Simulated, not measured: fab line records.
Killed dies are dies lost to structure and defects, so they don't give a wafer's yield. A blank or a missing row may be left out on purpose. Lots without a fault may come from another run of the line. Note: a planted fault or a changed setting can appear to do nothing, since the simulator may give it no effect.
Which tool is to blame? | flow nand harc | 13 lots with 39 wafers sampled at 6 steps, on a route of 1302 steps

WHAT THE GAUGES SHOWED, per wafer
NHARC_A_ONON_D2_THK_MEAS_21: measures by ellipsometry. Usual: thk nm at 1001 nm, with a standard deviation of 8.5.
lot  | measured     | on            | thk nm (nm)    | flag
L778 | day 12 20:31 | film metro-01 | 979 980 980    |
L783 | day 15 04:34 | film metro-02 | 1015 1017 1016 |
L784 | day 15 11:44 | film metro-01 | 996 996 996    |
L785 | day 16 02:20 | film metro-02 | 1000 999 1000  |
L787 | day 16 02:20 | film metro-01 | 1006 1005 1006 |
L786 | day 16 02:21 | film metro-02 | 1003 1002 1002 |
L788 | day 17 11:56 | film metro-02 | 1007 1009 1007 |
L792 | day 18 16:35 | film metro-02 | 1523 999 1522  | OFF
L797 | day 20 18:46 | film metro-01 | 1009 1007 1009 |
L798 | day 21 09:14 | film metro-02 | 979 979 979    |
L799 | day 21 09:14 | film metro-01 | 1005 1004 1005 |
L800 | day 22 06:13 | film metro-02 | 1014 1017 1017 |
L801 | day 22 06:13 | film metro-01 | 1002 1002 1002 |

NHARC_END_SORT_01. Usual: killed at array 59, standard deviation 19; killed at other 0.6, standard deviation 0.85; killed at periphery 3.8, standard deviation 2.5; killed dies 64, standard deviation 19; killed open 3.3, standard deviation 1.8; killed short 2.2, standard deviation 1.6.
lot  | measured     | on        | killed at array | killed at other | killed at periphery | killed dies | killed open | killed short | flag
L792 | day 30 11:58 | prober-02 | 675 39 675      | 0 0 0           | 2 3 2               | 677 42 677  | 3 2 1       | 2 1 2        | OFF

WHICH TOOL RAN EACH LOT (tool, then ch and the chambers of the sampled wafers, then the start)
lot  | NHARC_A_CHANNEL_HOLE_D1_XSEM_31 | NHARC_A_CHANNEL_FILL_D1_ALD_15                 | NHARC_A_CHANNEL_FILL_D1_CMP_10 | NHARC_A_ONON_D2_DEP_19
L778 | xsem-01 ch 0, day 8 23:16       | ald sin batch-01 ch 0, day 11 01:13 or earlier | cmp-04 ch 0,1,3, day 11 01:13  | pecvd onon-01 ch 0, day 12 20:04
L783 | xsem-01 ch 0, day 10 18:29      | ald sin batch-03 ch 0, day 12 18:04 or earlier | cmp-02 ch 1,2,3, day 12 18:04  | pecvd onon-04 ch 0, day 15 04:03
L784 | xsem-02 ch 0, day 11 11:41      | ald sin batch-03 ch 0, day 13 15:01 or earlier | cmp-02 ch 0,1,3, day 13 15:01  | pecvd onon-02 ch 0, day 15 11:13
L785 | xsem-01 ch 0, day 12 02:05      | ald sin batch-01 ch 0, day 12 12:44            | cmp-01 ch 1,2,3, day 14 03:51  | pecvd onon-01 ch 0, day 16 01:57
L787 | xsem-02 ch 0, day 12 10:18      | ald sin batch-03 ch 0, day 14 10:26 or earlier | cmp-02 ch 0,1,2, day 14 10:26  | pecvd onon-04 ch 0, day 16 01:53
L786 | xsem-01 ch 0, day 12 12:02      | ald sin batch-03 ch 0, day 12 21:09            | cmp-01 ch 0,3, day 14 10:28    | pecvd onon-02 ch 0, day 16 01:57
L788 | xsem-02 ch 0, day 13 06:44      | ald sin batch-01 ch 0, day 15 11:00 or earlier | cmp-04 ch 0,1,2, day 15 11:00  | pecvd onon-04 ch 0, day 17 11:26
L792 | xsem-02 ch 0, day 14 21:28      | ald sin batch-02 ch 0, day 16 20:42 or earlier | cmp-04 ch 1,3, day 16 20:42    | pecvd onon-04 ch 0, day 18 16:08
L797 | xsem-02 ch 0, day 16 11:35      | ald sin batch-01 ch 0, day 18 15:47 or earlier | cmp-04 ch 1,2,3, day 18 15:47  | pecvd onon-02 ch 0, day 20 18:15
L798 | xsem-01 ch 0, day 17 08:06      | ald sin batch-01 ch 0, day 19 08:01 or earlier | cmp-04 ch 0,1,2, day 19 08:01  | pecvd onon-01 ch 0, day 21 08:44
L799 | xsem-02 ch 0, day 17 11:45      | ald sin batch-02 ch 0, day 17 22:25            | cmp-01 ch 0,3, day 19 11:40    | pecvd onon-02 ch 0, day 21 08:54
L800 | xsem-01 ch 0, day 17 18:42      | ald sin batch-02 ch 0, day 20 00:10 or earlier | cmp-01 ch 0,2,3, day 20 00:10  | pecvd onon-04 ch 0, day 22 05:40
L801 | xsem-01 ch 0, day 18 10:34      | ald sin batch-02 ch 0, day 20 10:15 or earlier | cmp-02 ch 0,2, day 20 10:15    | pecvd onon-02 ch 0, day 22 05:40
- NHARC_A_CHANNEL_HOLE_D1_XSEM_31
- NHARC_A_CHANNEL_FILL_D1_ALD_15: deposits SiNx, target thk 2 nm, pulse time 60 s, ald cycles 19.
- NHARC_A_CHANNEL_FILL_D1_CMP_10: polishes, target thk 150 nm.
- NHARC_A_ONON_D2_DEP_19: target thk 1000 nm.

AS READ BY THE TOOLS THEMSELVES (means over the sampled wafers that have a number; for cases with no such wafer, the mark the record gives instead)
NHARC_A_CHANNEL_HOLE_D1_XSEM_31. Usual: bot cd nm 74.8 nm, standard deviation 1; bow nm 8.69 nm, standard deviation 0.21; tilt deg 0.07 degrees, standard deviation 0.036.
lot  | tool    | bot cd nm (nm) | bow nm (nm) | tilt deg (degrees) | flag
L778 | xsem-01 | 74.5           | 8.84        | 0.05               |
L783 | xsem-01 | 73.8           | 9.13        | 0.04               |
L784 | xsem-02 | 75.0           | 8.40        | 0.02               |
L785 | xsem-01 | 75.5           | 8.67        | 0.00               |
L787 | xsem-02 | 74.7           | 8.95        | 0.09               |
L786 | xsem-01 | 75.8           | 8.50        | 0.06               |
L788 | xsem-02 | 75.7           | 8.53        | 0.08               |
L792 | xsem-02 | 75.8           | 8.97        | 0.08               |
L797 | xsem-02 | 73.9           | 8.50        | 0.04               |
L798 | xsem-01 | 75.2           | 8.67        | 0.10               |
L799 | xsem-02 | 74.5           | 8.71        | 0.07               |
L800 | xsem-01 | 74.3           | 8.49        | 0.09               |
L801 | xsem-01 | 76.1           | 8.60        | 0.04               |

NHARC_A_CHANNEL_FILL_D1_ALD_15. Usual: precursor pulse height rel at 0.998, with a standard deviation of 0.021.
lot  | tool             | precursor pulse height rel | flag
L778 | ald sin batch-01 | 0.995                      |
L783 | ald sin batch-03 | 0.988                      |
L784 | ald sin batch-03 | 0.978                      |
L785 | ald sin batch-01 | 1.033                      |
L787 | ald sin batch-03 | 0.973                      |
L786 | ald sin batch-03 | 0.997                      |
L788 | ald sin batch-01 | 1.028                      |
L792 | ald sin batch-02 | 0.994                      |
L797 | ald sin batch-01 | 0.993                      |
L798 | ald sin batch-01 | 0.995                      |
L799 | ald sin batch-02 | 1.003                      |
L800 | ald sin batch-02 | 0.996                      |
L801 | ald sin batch-02 | 0.981                      |

NHARC_A_CHANNEL_FILL_D1_CMP_10. Usual: motor current A 12.7 A, standard deviation 0.78; slurry flow ml min 150.0, standard deviation 0.46; time to endpoint s 15.3 s, standard deviation 2.1.
lot  | tool   | motor current A (A) | slurry flow ml min | time to endpoint s (s) | flag
L778 | cmp-04 | 12.5                | 150.4              | 18.1                   |
L783 | cmp-02 | 13.7                | 150.3              | 14.5                   |
L784 | cmp-02 | 13.1                | 149.8              | 14.3                   |
L785 | cmp-01 | 12.6                | 149.7              | 15.5                   |
L787 | cmp-02 | 13.1                | 150.3              | 17.2                   |
L786 | cmp-01 | 12.3                | 150.0              | 13.0                   |
L788 | cmp-04 | 12.3                | 149.8              | 15.4                   |
L792 | cmp-04 | 12.9                | 150.3              | 15.6                   |
L797 | cmp-04 | 12.5                | 149.7              | 15.9                   |
L798 | cmp-04 | 12.2                | 149.7              | 14.2                   |
L799 | cmp-01 | 12.0                | 149.5              | 15.2                   |
L800 | cmp-01 | 12.6                | 149.5              | 15.8                   |
L801 | cmp-02 | 13.3                | 149.7              | 15.1                   |

THE ANSWER, worked out from the rows above alone
Rule: a lot is off if the mean of its wafers that have a number lies more than 3 standard deviations from the usual mean. Also off: a lot with no number at a reading for which 4 or more lots have one. The other lots that the step has rows for count as sound. The gauges are gone through in route order, then the tools' own readings, and for those a lot's mean is taken as printed above. The first step at which some lot is off is used, and at that step the reading that is off furthest; a lot without a number counts as furthest.
Off, at NHARC_A_ONON_D2_THK_MEAS_21 on thk nm: L792.
A tool fits if, at a process step before that reading, it ran every lot that is off, and no sound lot after the first of them. The gauges at NHARC_A_ONON_D2_THK_MEAS_21 aren't tried: what is off there is off at NHARC_END_SORT_01 too, on other tools, and a gauge's error can't cause that. NHARC_A_CHANNEL_FILL_D1_ALD_15 gives no start for some lots, so the hours and the order of its lots are those of NHARC_A_CHANNEL_FILL_D1_CMP_10. None of those tried fits.

WHAT HAD BEEN PUT IN BY THE SIMULATOR
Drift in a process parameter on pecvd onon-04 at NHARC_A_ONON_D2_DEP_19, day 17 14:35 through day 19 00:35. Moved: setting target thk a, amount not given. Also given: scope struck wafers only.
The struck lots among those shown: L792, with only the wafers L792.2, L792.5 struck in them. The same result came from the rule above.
